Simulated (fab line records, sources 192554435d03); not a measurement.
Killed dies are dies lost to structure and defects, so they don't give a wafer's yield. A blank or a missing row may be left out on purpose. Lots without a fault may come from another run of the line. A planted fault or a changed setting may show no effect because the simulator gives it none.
One fault seen from 3 desks | flow n5_finfet | each desk has only its own numbers; what lay behind them comes last

THE TOOL OWNER'S DESK: rie_diel-03
The tool's own readings at N5_BEOL_M7_VIA_ETCH_34 (etches SiCOH lowk in C4F6/O2, target depth 125.5 nm, time 50.5 s): means of the sampled wafers that have a number, for each lot that ran on this tool. A lot is out of limits, marked OUT, if its mean lies more than 4 standard deviations from the usual mean; the brackets give that distance. Of its 9 readings 7 are shown: the one that was out of limits first, and those that lie furthest out on some lot.
Columns: A = drypump_motor_current_A at N5_BEOL_M7_VIA_ETCH_34, usual 5.6 A; B = oes_f_703_au at N5_BEOL_M7_VIA_ETCH_34, usual 0.83 a.u.; C = oes_o_777_au at N5_BEOL_M7_VIA_ETCH_34, usual 0.83 a.u.; D = oes_product_au at N5_BEOL_M7_VIA_ETCH_34, usual 0.83 a.u.; E = rf_fwd_power_W at N5_BEOL_M7_VIA_ETCH_34, usual 341.1 W; F = rf_vpp_V at N5_BEOL_M7_VIA_ETCH_34, usual 665 V; G = throttle_valve_pct at N5_BEOL_M7_VIA_ETCH_34, usual 20.89 %
lot  | first seen here | A   | B    | C    | D    | E               | F              | G
L587 | day 9 08:55     | 5.7 | 0.82 | 0.81 | 0.81 | 340.4           | 659            | 20.94
L589 | day 9 11:16     | 5.1 | 0.71 | 0.72 | 0.77 | 313.9 (-17) OUT | 693 (+4.2) OUT | 21.13
L591 | day 10 19:41    | 5.3 | 0.75 | 0.76 | 0.81 | 313.0 (-18) OUT | 696 (+4.6) OUT | 21.02
This desk's finding: out of limits on L589, L591; first on L589, day 9 11:16 (rf_fwd_power_W at N5_BEOL_M7_VIA_ETCH_34). In limits: L587.

THE DEFECT DESK
What the inspections along the route counted, lot by lot: means of the sampled wafers that have a number. A lot is out of limits, marked OUT, if its mean lies more than 4 standard deviations from the usual mean; the brackets give that distance.
Columns: A = raw_defect_count at N5_BEOL_M7_INSPECT_30, usual 417
lot  | first seen here | A
L585 | day 9 01:44     | 328
L587 | day 9 08:34     | 219
L589 | day 9 11:03     | 483
L588 | day 9 15:22     | 348
L591 | day 10 18:59    | 361
L604 | day 13 19:06    | 504
This desk's finding: nothing out of limits on any of the 6 lots.

THE METROLOGY DESK
What the gauges read, lot by lot, whatever tool the lot ran on: means of the sampled wafers that have a number. A lot is out of limits, marked OUT, if its mean lies more than 4 standard deviations from the usual mean; the brackets give that distance.
Columns: A = cd_nm at N5_BEOL_M7_CD_MEAS_28, usual 39.98 nm; B = V6_OVL at N5_BEOL_M7_OVL_MEAS_29, usual 0.1 nm
lot  | first seen here | A     | B
L585 | day 9 01:38     | 39.99 | 0.6
L587 | day 9 08:29     | 40.09 | -0.6
L589 | day 9 10:58     | 40.18 | 0.3
L588 | day 9 15:17     | 39.72 | 0.6
L591 | day 10 18:54    | 40.04 | -0.8
L604 | day 13 19:01    | 39.81 | 0.9
This desk's finding: nothing out of limits on any of the 6 lots.

PUT TOGETHER
The tool owner's desk could have raised an alarm at day 9 11:16, on L589, L591.
The defect desk saw nothing out of limits.
The metrology desk saw nothing out of limits.
The defect desk has L589, L591 on record, within its limits.
The metrology desk has L589, L591 on record, within its limits.
Of the lots named, all ran N5_BEOL_M7_VIA_ETCH_34 on rie_diel-03.

WHAT THE SIMULATOR HAD PUT IN
Process parameter drift: rie_diel-03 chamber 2, from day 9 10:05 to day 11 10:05, at N5_BEOL_M7_VIA_ETCH_34. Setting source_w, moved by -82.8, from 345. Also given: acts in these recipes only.
Lots struck among those shown: L589, L591.
Hours from the fault's start to each desk's first reading out of limits: the tool owner's desk, 1.
